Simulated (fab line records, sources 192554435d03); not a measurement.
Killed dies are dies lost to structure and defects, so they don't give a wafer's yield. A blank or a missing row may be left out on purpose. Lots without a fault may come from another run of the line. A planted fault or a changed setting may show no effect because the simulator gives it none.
Split-lot experiment | flow n5_finfet | 7 lots, 39 wafers read, on a route of 1938 steps

THE SPLIT
At N5_BEOL_M11_ALD_74 (deposits TaN, target thk 2 nm, pulse time 2 s, purge time 3 s), the setting ald_cycles was moved away from the recipe's 40 on 18 of the 39 wafers read, by -57.5% to +52.5%. The other wafers ran this setting at the recipe's value.

The reading is taken at the split's own step.

THE READING
TaN_of_BEOL_M11_ALD_74.thk_nm (the simulator's own value, which no gauge read), in nm, at N5_BEOL_M11_ALD_74 (deposits TaN, target thk 2 nm, pulse time 2 s, purge time 3 s). The file gives no usual value for it.

wafer  | tool, chamber at the split | ald_cycles as run | against the recipe | TaN_of_BEOL_M11_ALD_74.thk_nm, nm | against lot-mates on the recipe
L075.1 | ald_metal-02, 1,3,0        | 24                | -40.0%             | 1.2                               | -0.8
L075.3 | ald_metal-02, 1,3,0        | 24                | -40.0%             | 1.2                               | -0.8
L075.4 | ald_metal-02, 1,3,0        | 24                | -40.0%             | 1.2                               | -0.8
L075.2 | ald_metal-02, 2,3,2        | 40                | recipe             | 2                                 | -
L075.5 | ald_metal-02, 2,3,2        | 40                | recipe             | 2                                 | -
L075.6 | ald_metal-02, 2,3,2        | 40                | recipe             | 2                                 | -
L078.1 | ald_metal-04, 1,0,3        | 40                | recipe             | 2                                 | -
L078.2 | ald_metal-04, 1,0,3        | 40                | recipe             | 2                                 | -
L078.5 | ald_metal-04, 1,0,3        | 40                | recipe             | 2                                 | -
L078.3 | ald_metal-04, 3,2,0        | 46                | +15.0%             | 2.2                               | +0.2
L078.4 | ald_metal-04, 3,2,0        | 46                | +15.0%             | 2.2                               | +0.2
L078.6 | ald_metal-04, 3,2,0        | 46                | +15.0%             | 2.2                               | +0.2
L079.1 | ald_metal-02, 1,3,3        | 61                | +52.5%             | 3                                 | +1.0
L079.3 | ald_metal-02, 1,3,3        | 61                | +52.5%             | 3                                 | +1.0
L079.6 | ald_metal-02, 1,3,3        | 61                | +52.5%             | 3                                 | +1.0
L079.2 | ald_metal-02, 2,0,0        | 40                | recipe             | 2                                 | -
L079.4 | ald_metal-02, 2,0,0        | 40                | recipe             | 2                                 | -
L079.5 | ald_metal-02, 2,0,0        | 40                | recipe             | 2                                 | -
L081.1 | ald_metal-04, 0,2,3        | 40                | recipe             | 2                                 | -
L081.4 | ald_metal-04, 0,2,3        | 40                | recipe             | 2                                 | -
L081.5 | ald_metal-04, 0,2,3        | 40                | recipe             | 2                                 | -
L086.1 | ald_metal-04, 1,0,1        | 40                | recipe             | 2                                 | -
L086.5 | ald_metal-04, 1,0,1        | 40                | recipe             | 2                                 | -
L086.6 | ald_metal-04, 1,0,1        | 40                | recipe             | 2                                 | -
L086.2 | ald_metal-04, 0,3,2        | 47                | +17.5%             | 2.4                               | +0.4
L086.3 | ald_metal-04, 0,3,2        | 47                | +17.5%             | 2.4                               | +0.4
L086.4 | ald_metal-04, 0,3,2        | 47                | +17.5%             | 2.4                               | +0.4
L091.1 | ald_metal-01, 1,2,3        | 40                | recipe             | 2                                 | -
L091.3 | ald_metal-01, 1,2,3        | 40                | recipe             | 2                                 | -
L091.4 | ald_metal-01, 1,2,3        | 40                | recipe             | 2                                 | -
L091.2 | ald_metal-01, 0,1,2        | 48                | +20.0%             | 2.4                               | +0.4
L091.5 | ald_metal-01, 0,1,2        | 48                | +20.0%             | 2.4                               | +0.4
L091.6 | ald_metal-01, 0,1,2        | 48                | +20.0%             | 2.4                               | +0.4
L094.1 | ald_metal-01, 1,3,1        | 40                | recipe             | 2                                 | -
L094.3 | ald_metal-01, 1,3,1        | 40                | recipe             | 2                                 | -
L094.5 | ald_metal-01, 1,3,1        | 40                | recipe             | 2                                 | -
L094.2 | ald_metal-01, 0,2,0        | 17                | -57.5%             | 0.8                               | -1.2
L094.4 | ald_metal-01, 0,2,0        | 17                | -57.5%             | 0.8                               | -1.2
L094.6 | ald_metal-01, 0,2,0        | 17                | -57.5%             | 0.8                               | -1.2
Where a row lists several chambers, the file gives one row for several wafers and doesn't say which wafer went through which chamber.

THE FIT
A straight line over all 39 wafers: TaN_of_BEOL_M11_ALD_74.thk_nm changes by +0.02 nm for each +1% of ald_cycles; r = +1.00; the points scatter about the line by 0.036 nm.
The same after taking each lot's own level away (the mean of its wafers on the recipe; 39 wafers): +0.02 nm for each +1%; r = +1.00; scatter 0.036 nm.
On that fit, the largest move of ald_cycles shifts the reading by 1.1 nm.
The lots' own levels span 2.00 to 2.00 nm.
So the lot-to-lot level changes the slope little: the two slopes agree.
Check: with one of the wafers moved furthest among these (-57.5%) left out of the fit, the line predicts -1.15 nm for it against its lot-mates. It came out at -1.2 nm against them.

OTHER SPLITS ON THESE WAFERS
These wafers also went through other splits before the reading. Each is held against what the fit with the lots' levels taken away leaves over:
other split on the same wafers                 | wafers away from the commonest value | r with TaN_of_BEOL_M11_ALD_74.thk_nm (lot level and that fit taken away)
N5_PMOS_HMC_CHANNEL_EPI_ETCH_38 target_depth_a | 12                                   | -0.29
N5_DUMMY_GATE_HM_DEP_06 time_s                 | 33                                   | -0.18
N5_MOL_CONTACT_COAG_ETCHBACK_135 time_s        | 15                                   | -0.25
N5_BEOL_M4_DESCUM_16 time_s                    | 18                                   | +0.06
N5_BEOL_M6_ETCH_66 target_depth_a              | 15                                   | -0.51

THE FILE'S OWN FIT
TaN_of_BEOL_M11_ALD_74.thk_nm changes by +0.02 nm for each +1% of ald_cycles, r = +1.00.
